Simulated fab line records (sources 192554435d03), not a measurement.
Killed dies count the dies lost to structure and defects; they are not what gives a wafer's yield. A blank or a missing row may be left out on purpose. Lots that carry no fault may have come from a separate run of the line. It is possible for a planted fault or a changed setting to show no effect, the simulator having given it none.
Struck lot and sound lot, side by side    flow n5-finfet    36 out of 1938 route steps
Sound: the wafers L419.3, L419.5, L419.6. Struck: wafers L416.1, L416.2, L416.6. The cause comes at the end.
At each step with rows: each side's tool, then ch and its chambers, then its first start. Under that, the readings that differ: sound wafers    struck wafers    difference of the means    sigmas: that difference in standard deviations of wafers without a fault.
alike: same words and numbers on both sides, and readings whose means sit less than 2 such deviations apart. not compared: any withheld reading, any reading some wafer has no value for, any bound like >300 that may hide the same value, and any number with overlapping values for which the record gives no deviation.
Wherever a step has rows on one side only, a row that says differs or no value, or a row with sigmas, the two part there. When numbers do not overlap yet have no deviation, they are printed without sigmas and do not part them. A reading missing from all wafers of one side parts the sides only when that side holds two or more wafers.

first, 9 steps without rows for these wafers: N5_STI_FIN_REVEAL_PRECLEAN_18 (cleans in SC2, time 45 s); N5_STI_FIN_REVEAL_SRD_28 (time 30 s); N5_DUMMY_GATE_PRECLEAN_00 (cleans in O3/DIW, time 60 s); N5_DUMMY_GATE_SRD_01 (time 30 s); N5_DUMMY_GATE_ALD_02 (deposits SiO2, target thk 2 nm, pulse time 1 s); N5_DUMMY_GATE_CVD_03 (deposits a-Si from SiH4, target thk 150 nm, time 8042 s); N5_DUMMY_GATE_PRECLEAN_46 (cleans in DIW, time 89.5 s); N5_DUMMY_GATE_SRD_47 (dry time 32 s); N5_DUMMY_GATE_CMP_04 (polishes a-Si).
N5_DUMMY_GATE_HM_DEP_06: deposits SiNx from DCS/NH3, target thk 80 nm, time 5141 s.
  sound on lpcvd-02 ch 1/50,1/59,1/64, day 7 18:59; struck on lpcvd-01 ch 1/40,1/45,1/64, day 7 01:19
reading                                         sound         struck          difference  sigmas
model.SiNx_of_DUMMY_GATE_HM_DEP_06.thk-nm (nm)  80 79.8 79.6  45.4 45.4 46.2  -34.1       
  alike: spike-tc-centre-C, spike-tc-lower-C, zone-power-bottom-pct
then, 24 steps without rows for these wafers: N5_DUMMY_GATE_PECVD_30 (deposits SiO2 from TEOS/O2, target thk 55 nm, time 10.8 s); N5_DUMMY_GATE_COAT_34 (time 60 s, resist thk 60 nm); N5_DUMMY_GATE_COAT_35 (time 60 s, resist thk 10 nm); N5_DUMMY_GATE_COAT_28 (time 60 s, resist thk 10 nm); N5_DUMMY_GATE_COAT_09 (resist thk 30 nm); N5_DUMMY_GATE_EBR_11; N5_DUMMY_GATE_SOFTBAKE_10 (time 60 s); N5_DUMMY_GATE_EXPOSE_12 (exposes mask GATE, target cd 25 nm); N5_DUMMY_GATE_PEB_13 (peb time 60 s); N5_DUMMY_GATE_DEVELOP_14 (develop time 30 s); N5_DUMMY_GATE_DESCUM_20 (chemistry O2, time 6.2 s); N5_DUMMY_GATE_ETCH_29 (etches underlayer in N2/H2, target depth 13 nm); N5_DUMMY_GATE_ETCH_36 (etches SiARC in CF4, target depth 13 nm); N5_DUMMY_GATE_ETCH_37 (etches SOC in N2/H2, target depth 60 nm, overetch 30 nm); N5_DUMMY_GATE_STRIP_38 (strips in N2/H2); N5_DUMMY_GATE_STRIP_39 (strips in N2/H2); N5_DUMMY_GATE_TRIM_49 (chemistry O2, time 29 s, target cd 14 nm); N5_DUMMY_GATE_STRIP_40 (strips in CF4); N5_DUMMY_GATE_ETCH_31 (etches SiO2 in C4F6/O2, target depth 82.5 nm, time 27.5 s); N5_DUMMY_GATE_STRIP_41 (strips in O2); N5_DUMMY_GATE_HM_OPEN_21 (chemistry CH3F/O2, target SiNx, target depth 120 nm, time 171.4 s); N5_DUMMY_GATE_ETCH_32 (etches SiO2 in CF4, target depth 3.5 nm, time 3.9 s); N5_DUMMY_GATE_ETCH_23 (etches poly-Si in HBr/Cl2/O2, target depth 41 nm, time 22.3 s); N5_DUMMY_GATE_ETCH_44 (etches poly-Si in HBr/O2, stops on SiO2, target depth 127.5 nm).
N5_ILD0_CMP_03: polishes, stops on SiNx, t overpolish 1.9 s, target thk 197.38 nm.
  sound on cmp-02 ch 0,1,3, day 8 13:20; struck on cmp-02 ch 0,1,2, day 7 20:20
reading                                         sound         struck          difference  sigmas
model.SiNx_of_DUMMY_GATE_HM_DEP_06.thk-nm (nm)  77 76.8 76.6  42.4 42.4 43.2  -34.1       
  alike: motor-current-A, overpolish-run-s, time-to-endpoint-s
-- the record jumps here: 6 days lie between the struck wafers' starts before and after (it left off in module ILD0 and takes up again in module BEOL_M4, whose first step shown is number 1111 of the route) --
N5_BEOL_M4_RC_MEAS_101:
  sound on prober-02 ch 0, day 13 17:47; struck on prober-01 ch 0, day 13 14:28
  alike: DIBL_N, DIBL_P, IOFF_N, IOFF_P, ION_N, ION_P, SS_N, SS_P, VT_N, VT_P

## WHERE THEY PART
Nowhere in this record.

WHY: what the simulator had put in
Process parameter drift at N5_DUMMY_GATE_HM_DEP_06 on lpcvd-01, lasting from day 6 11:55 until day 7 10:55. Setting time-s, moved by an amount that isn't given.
